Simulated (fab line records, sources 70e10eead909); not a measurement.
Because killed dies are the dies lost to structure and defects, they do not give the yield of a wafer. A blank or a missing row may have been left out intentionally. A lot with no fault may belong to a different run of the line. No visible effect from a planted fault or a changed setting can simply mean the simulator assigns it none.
Matching of chambers || flow nand harc || pecvd-03 running NHARC_A_CONTACT_DEP_24: 3 sister chambers
The step deposits SiO2, target thk 500 nm. 6 wafers are shown with their chamber, then 7 later ones without.

WAFERS WITH THEIR CHAMBER
{"wafer": "L368.5", "chamber": 0, "throttle valve pct (%)": 16.7, "heater power w (W)": 506}
{"wafer": "L372.2", "chamber": 2, "throttle valve pct (%)": 16.3, "heater power w (W)": 559}
{"wafer": "L373.1", "chamber": 2, "throttle valve pct (%)": 16.3, "heater power w (W)": 550}
{"wafer": "L373.3", "chamber": 0, "throttle valve pct (%)": 17.0, "heater power w (W)": 431}
{"wafer": "L381.3", "chamber": 1, "throttle valve pct (%)": 16.8, "heater power w (W)": 677}
{"wafer": "L381.4", "chamber": 1, "throttle valve pct (%)": 16.6, "heater power w (W)": 529}

WAFERS MISSING THEIR CHAMBER
{"wafer": "L381.5", "throttle valve pct (%)": 16.9, "heater power w (W)": 487}
{"wafer": "L379.1", "throttle valve pct (%)": 16.1, "heater power w (W)": 626}
{"wafer": "L379.3", "throttle valve pct (%)": 16.5, "heater power w (W)": 467}
{"wafer": "L379.4", "throttle valve pct (%)": 16.5, "heater power w (W)": 513}
{"wafer": "L382.1", "throttle valve pct (%)": 16.3, "heater power w (W)": 611}
{"wafer": "L382.4", "throttle valve pct (%)": 16.3, "heater power w (W)": 632}
{"wafer": "L382.5", "throttle valve pct (%)": 15.5, "heater power w (W)": 502}

WHICH CHAMBER EACH WENT THROUGH
{"wafer": "L381.5", "from the rows above": "can't be placed: 0 or 1", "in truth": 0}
{"wafer": "L379.1", "from the rows above": 2, "in truth": 2}
{"wafer": "L379.3", "from the rows above": "can't be placed: 2 or 0 or 1", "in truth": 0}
{"wafer": "L379.4", "from the rows above": "can't be placed: 2 or 1 or 0", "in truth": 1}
{"wafer": "L382.1", "from the rows above": "can't be placed: 2 or 1", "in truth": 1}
{"wafer": "L382.4", "from the rows above": "can't be placed: 2 or 1", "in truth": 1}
{"wafer": "L382.5", "from the rows above": 2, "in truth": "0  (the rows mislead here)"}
Placed correctly: 1 of 7. From these rows, 5 cannot be placed; in 5 the true chamber is one of the candidates. Wrongly placed: 1.
How it was worked out, from the rows above alone: a wafer's distance from a chamber is the root of the sum, over the readings, of the square of ((its reading less the chamber's mean) divided by the reading's scatter). If the next closest chamber is less than 2 further off than the closest, the wafer can't be placed; otherwise it belongs to the closest. Each chamber's mean is taken over the wafers shown for it. The scatter: the root of (the sum of the squares of (reading less its chamber's mean) over the shown wafers, divided by (wafers less chambers)).
